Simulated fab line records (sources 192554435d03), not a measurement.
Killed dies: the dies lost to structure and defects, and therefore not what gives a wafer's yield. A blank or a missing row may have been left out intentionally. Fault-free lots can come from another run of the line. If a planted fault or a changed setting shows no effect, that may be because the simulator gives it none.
Matching of chambers    flow n5_finfet    N5_GATE_CUT_STRIP_42 on rie_diel-05: 4 sister chambers
The step strips in O2. 8 wafers are shown with their chamber, then 7 later ones without.

WAFERS PAIRED WITH THEIR CHAMBERS
wafer   chamber  showerhead_plenum_p_Torr (Torr)  drypump_motor_current_A (A)
L076.5  0        2.06                             5.8
L080.1  1        2.17                             5.7
L080.6  3        2.10                             5.2
L081.1  0        2.06                             5.8
L081.3  2        2.19                             6.0
L081.4  3        2.10                             5.1
L091.1  2        2.18                             6.0
L091.2  1        2.16                             5.6

WAFERS WITHOUT THEIR CHAMBER
wafer   showerhead_plenum_p_Torr (Torr)  drypump_motor_current_A (A)
L091.6  2.09                             5.2
L092.1  2.09                             5.2
L092.2  2.16                             5.6
L092.6  2.09                             5.1
L096.2  2.05                             5.8
L096.4  2.09                             5.2
L096.5  2.05                             5.8

EACH ONE'S CHAMBER
wafer   from the rows above  in truth
L091.6  3                    3
L092.1  3                    3
L092.2  1                    1
L092.6  3                    3
L096.2  0                    0
L096.4  3                    3
L096.5  0                    0
Placed correctly: 7 of 7. Can't be placed from these rows: 0. Number placed wrongly: 0.
How it was worked out, from the rows above alone: a wafer's distance from a chamber is the root of the sum, over the readings, of the square of ((its reading less the chamber's mean) divided by the reading's scatter). If the next closest chamber is less than 2 further off than the closest, the wafer can't be placed; otherwise it belongs to the closest. A chamber's mean is the mean of its shown wafers. The scatter: take each reading less its chamber's mean, square it, sum over the shown wafers, divide by the number of wafers less the number of chambers, and take the root.
